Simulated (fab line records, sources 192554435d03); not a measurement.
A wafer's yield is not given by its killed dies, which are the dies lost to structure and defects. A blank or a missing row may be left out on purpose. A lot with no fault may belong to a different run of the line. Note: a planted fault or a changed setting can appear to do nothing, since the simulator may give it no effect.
Split-lot experiment / flow n5 finfet / 21 wafers read from 7 lots, route of 1938 steps

== THE SPLIT ==
At N5_MOL_CONTACT_COAG_EXPOSE_05 (exposes mask CA, defocus 0 nm), the setting dose mj was moved away from the recipe's 38.25 on 6 of the 21 wafers read, by -5.1% to -2.5%. For the rest of the wafers, this setting stayed at what the recipe calls for.

== FROM THE SPLIT TO THE READING: what the file shows between them, 5 steps ==
- N5_MOL_CONTACT_COAG_PEB_06: peb time 60 s
- N5_MOL_CONTACT_COAG_DEVELOP_07: develop time 30 s
- N5_MOL_CONTACT_COAG_DESCUM_13: chemistry O2, time 7 s
- N5_MOL_CONTACT_COAG_ETCH_59: etches underlayer in N2/H2, target depth 13 nm, time 10.4 s
- N5_MOL_CONTACT_COAG_ETCH_105: etches SiARC in CF4, target depth 15.6 nm, time 26 s

== THE READING ==
MOL_CONTACT_COAG.cd offset nm (the simulator's own value, which no gauge read), in nm, at N5_MOL_CONTACT_COAG_ETCH_106 (etches SOC in N2/H2, target depth 80 nm, overetch 16 nm, time 120 s). No usual value for it is given in the file. Here, 15 wafers ran the recipe; their average is 0.1 nm with a standard deviation of 0.25 nm.

wafer=L074.3; tool, chamber at the split=euv scanner-02, 0; dose mj as run=37.28; against the recipe=-2.5%; MOL_CONTACT_COAG.cd offset nm, nm=-0.4; against lot-mates on the recipe=-0.6
wafer=L074.4; tool, chamber at the split=euv scanner-02, 0; dose mj as run=37.28; against the recipe=-2.5%; MOL_CONTACT_COAG.cd offset nm, nm=-0.4; against lot-mates on the recipe=-0.6
wafer=L074.6; tool, chamber at the split=euv scanner-02, 0; dose mj as run=38.25; against the recipe=recipe; MOL_CONTACT_COAG.cd offset nm, nm=0.2; against lot-mates on the recipe=-
wafer=L076.2; tool, chamber at the split=euv scanner-02, 0; dose mj as run=37.29; against the recipe=-2.5%; MOL_CONTACT_COAG.cd offset nm, nm=-0.8; against lot-mates on the recipe=-0.8
wafer=L076.3; tool, chamber at the split=euv scanner-02, 0; dose mj as run=37.29; against the recipe=-2.5%; MOL_CONTACT_COAG.cd offset nm, nm=-0.8; against lot-mates on the recipe=-0.8
wafer=L076.6; tool, chamber at the split=euv scanner-02, 0; dose mj as run=38.25; against the recipe=recipe; MOL_CONTACT_COAG.cd offset nm, nm=0; against lot-mates on the recipe=-
wafer=L077.2; tool, chamber at the split=euv scanner-01, 0; dose mj as run=38.25; against the recipe=recipe; MOL_CONTACT_COAG.cd offset nm, nm=-0.2; against lot-mates on the recipe=-
wafer=L077.3; tool, chamber at the split=euv scanner-01, 0; dose mj as run=38.25; against the recipe=recipe; MOL_CONTACT_COAG.cd offset nm, nm=0; against lot-mates on the recipe=-
wafer=L077.4; tool, chamber at the split=euv scanner-01, 0; dose mj as run=38.25; against the recipe=recipe; MOL_CONTACT_COAG.cd offset nm, nm=0.2; against lot-mates on the recipe=-
wafer=L078.1; tool, chamber at the split=euv scanner-02, 0; dose mj as run=38.25; against the recipe=recipe; MOL_CONTACT_COAG.cd offset nm, nm=0.2; against lot-mates on the recipe=-
wafer=L078.2; tool, chamber at the split=euv scanner-02, 0; dose mj as run=38.25; against the recipe=recipe; MOL_CONTACT_COAG.cd offset nm, nm=0; against lot-mates on the recipe=-
wafer=L078.5; tool, chamber at the split=euv scanner-02, 0; dose mj as run=38.25; against the recipe=recipe; MOL_CONTACT_COAG.cd offset nm, nm=-0.2; against lot-mates on the recipe=-
wafer=L079.1; tool, chamber at the split=euv scanner-02, 0; dose mj as run=37.01; against the recipe=-3.2%; MOL_CONTACT_COAG.cd offset nm, nm=-0.8; against lot-mates on the recipe=-1.3
wafer=L079.3; tool, chamber at the split=euv scanner-02, 0; dose mj as run=38.25; against the recipe=recipe; MOL_CONTACT_COAG.cd offset nm, nm=0.6; against lot-mates on the recipe=-
wafer=L079.5; tool, chamber at the split=euv scanner-02, 0; dose mj as run=38.25; against the recipe=recipe; MOL_CONTACT_COAG.cd offset nm, nm=0.4; against lot-mates on the recipe=-
wafer=L096.1; tool, chamber at the split=euv scanner-02, 0; dose mj as run=38.25; against the recipe=recipe; MOL_CONTACT_COAG.cd offset nm, nm=0.2; against lot-mates on the recipe=-
wafer=L096.3; tool, chamber at the split=euv scanner-02, 0; dose mj as run=36.3; against the recipe=-5.1%; MOL_CONTACT_COAG.cd offset nm, nm=-1; against lot-mates on the recipe=-1.0
wafer=L096.6; tool, chamber at the split=euv scanner-02, 0; dose mj as run=38.25; against the recipe=recipe; MOL_CONTACT_COAG.cd offset nm, nm=-0.2; against lot-mates on the recipe=-
wafer=L097.1; tool, chamber at the split=euv scanner-01, 0; dose mj as run=38.25; against the recipe=recipe; MOL_CONTACT_COAG.cd offset nm, nm=0.2; against lot-mates on the recipe=-
wafer=L097.2; tool, chamber at the split=euv scanner-01, 0; dose mj as run=38.25; against the recipe=recipe; MOL_CONTACT_COAG.cd offset nm, nm=-0.4; against lot-mates on the recipe=-
wafer=L097.6; tool, chamber at the split=euv scanner-01, 0; dose mj as run=38.25; against the recipe=recipe; MOL_CONTACT_COAG.cd offset nm, nm=0.2; against lot-mates on the recipe=-

FIT RESULTS
A straight line over all 21 wafers: MOL_CONTACT_COAG.cd offset nm changes by +0.243 nm for each +1% of dose mj; r = +0.84; the points scatter about the line by 0.25 nm.
The same after taking each lot's own level away (the mean of its wafers on the recipe; 21 wafers): +0.26 nm for each +1%; r = +0.88; scatter 0.21 nm.
The reading moves by 1.3 nm for the largest change in dose mj, on that fit.
Across the lots, their own levels run from 0.00 to 0.50 nm, a range of 2.0 times the standard deviation given above.
Consequently the slope shifts little with the lot-to-lot level, the two slopes agreeing.
Check: -1.6 nm against its lot-mates is what the line predicts for one of the wafers moved furthest among these (-5.1%) when that wafer is left out of the fit. Against them it came out at -1 nm.

== THE WHOLE CHAIN: every reading that the file lists as answering this split, in the file's order ==
step=N5_MOL_CONTACT_COAG_ETCH_59; what it does=etches underlayer in N2/H2, target depth 13 nm, time 10.4 s; reading=MOL_CONTACT_COAG.cd offset nm (the simulator's own value, which no gauge read); change (the file's fit)=+0.267 nm for each +1% of the setting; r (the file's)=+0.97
step=N5_MOL_CONTACT_COAG_ETCH_105; what it does=etches SiARC in CF4, target depth 15.6 nm, time 26 s; reading=MOL_CONTACT_COAG.cd offset nm (the simulator's own value, which no gauge read); change (the file's fit)=+0.236 nm for each +1% of the setting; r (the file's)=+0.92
step=N5_MOL_CONTACT_COAG_ETCH_106; what it does=etches SOC in N2/H2, target depth 80 nm, overetch 16 nm, time 120 s; reading=MOL_CONTACT_COAG.cd offset nm (the simulator's own value, which no gauge read); change (the file's fit)=+0.261 nm for each +1% of the setting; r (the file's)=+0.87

== THE FILE'S OWN FIT ==
MOL_CONTACT_COAG.cd offset nm changes by +0.261 nm for each +1% of dose mj, r = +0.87.
